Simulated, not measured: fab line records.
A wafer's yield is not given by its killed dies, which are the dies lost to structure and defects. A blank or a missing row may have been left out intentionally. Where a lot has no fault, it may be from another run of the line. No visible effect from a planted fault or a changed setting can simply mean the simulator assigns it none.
Struck lot and sound lot, side by side | flow nandHarc | 15 steps out of a route of 1159
Sound: wafers L987.2, L987.4, L987.5. Wafers struck: L101.1, L101.2, L101.6. The cause is given at the end.
Order at every step that has rows: each side's tool, ch and its chambers, its first start. Under that, the readings that differ: sound wafers | struck wafers | difference of the means | sigmas: that difference in standard deviations of wafers without a fault.
alike: readings with means less than 2 such deviations apart, plus words and numbers identical on both sides. not compared: withheld readings, readings lacking a value on some wafer, bounds such as >300 that could conceal the same value, and numbers that have no deviation in the record and whose values overlap.
Wherever a step has rows on one side only, a row that says differs or no value, or a row with sigmas, the two part there. Non-overlapping numbers with no deviation appear without sigmas and do not part them. A reading that every wafer of one side lacks parts them only if that side has two wafers or more.

first, 9 steps without rows for these wafers: NHARC_THIN_TSV_PVD_24 (deposits Al, target thk 800 nm); NHARC_THIN_TSV_DEHYDRATE_25 (time 120 s); NHARC_THIN_TSV_HMDS_26 (time 30 s); NHARC_THIN_TSV_COAT_27; NHARC_THIN_TSV_SOFTBAKE_28 (time 95 s); NHARC_THIN_TSV_EBR_29; NHARC_THIN_TSV_EXPOSE_30 (exposes mask PAD); NHARC_THIN_TSV_PEB_31 (peb time 85 s); NHARC_THIN_TSV_DEVELOP_32 (time 70 s).
NHARC_THIN_TSV_CD_MEAS_33: the cd target is 5000 nm.
  sound on cdSem-03 ch 0, day 18 22:51; struck on cdSem-02 ch 0, day 22 07:41
  alike: cdNm
then, 1 step without rows for these wafers: NHARC_THIN_TSV_HARDBAKE_34 (time 80 s).
NHARC_THIN_TSV_DESCUM_35: chemistry O2, time 3 s.
  sound on rieDiel-08 ch 0,3, day 18 23:00; struck on rieDiel-13 ch 1,2, day 22 07:51
  alike: drypumpMotorCurrentA, oesProductAu, rfVppV, showerheadPlenumPTorr, throttleValvePct
  not compared: rfHoursCounterH
NHARC_THIN_TSV_ETCH_59: etches the open film in Cl2/BCl3, target depth 880 nm, time 138.1 s.
  sound on rieMetal-01 ch 0, day 18 23:08; struck on rieMetal-02 ch 0,1, day 22 07:59
reading                  | sound             | struck            | difference | sigmas
drypumpMotorCurrentA (A) | 6.63 6.65 6.66    | 5.68 6.56 5.69    | -0.67      | -2
runLengthS (s)           | 159.4 159.5 159.1 | 172.9 172.8 172.6 | +13.4      | +28
  alike: oesProductAu, rfFwdPowerW, throttleValvePct
  not compared: rfHoursCounterH
NHARC_THIN_TSV_ETCH_36: etches the open film in Cl2/BCl3, target depth 65 nm, time 18.571 s.
  sound on rieMetal-01 ch 0,1, day 18 23:24; struck on rieMetal-02 ch 0,1, day 22 08:14
  alike: drypumpMotorCurrentA, oesProductAu, runLengthS
  not compared: rfHoursCounterH
NHARC_END_SORT_01:
  sound on prober-02 ch 0, day 19 07:03; struck on prober-02 ch 0, day 22 15:27
reading       | sound    | struck | difference | sigmas
killedAtArray | 25 23 26 | 52 58  | +30        | +3
killedDies    | 30 25 30 | 57 60  | +30        | +3
  alike: killedAtOther, killedAtPeriphery, killedOpen, killedShort

WHERE THEY PART
Last at NHARC_END_SORT_01 as far as this record goes, first at NHARC_THIN_TSV_ETCH_59.

WHY: what the simulator had put in
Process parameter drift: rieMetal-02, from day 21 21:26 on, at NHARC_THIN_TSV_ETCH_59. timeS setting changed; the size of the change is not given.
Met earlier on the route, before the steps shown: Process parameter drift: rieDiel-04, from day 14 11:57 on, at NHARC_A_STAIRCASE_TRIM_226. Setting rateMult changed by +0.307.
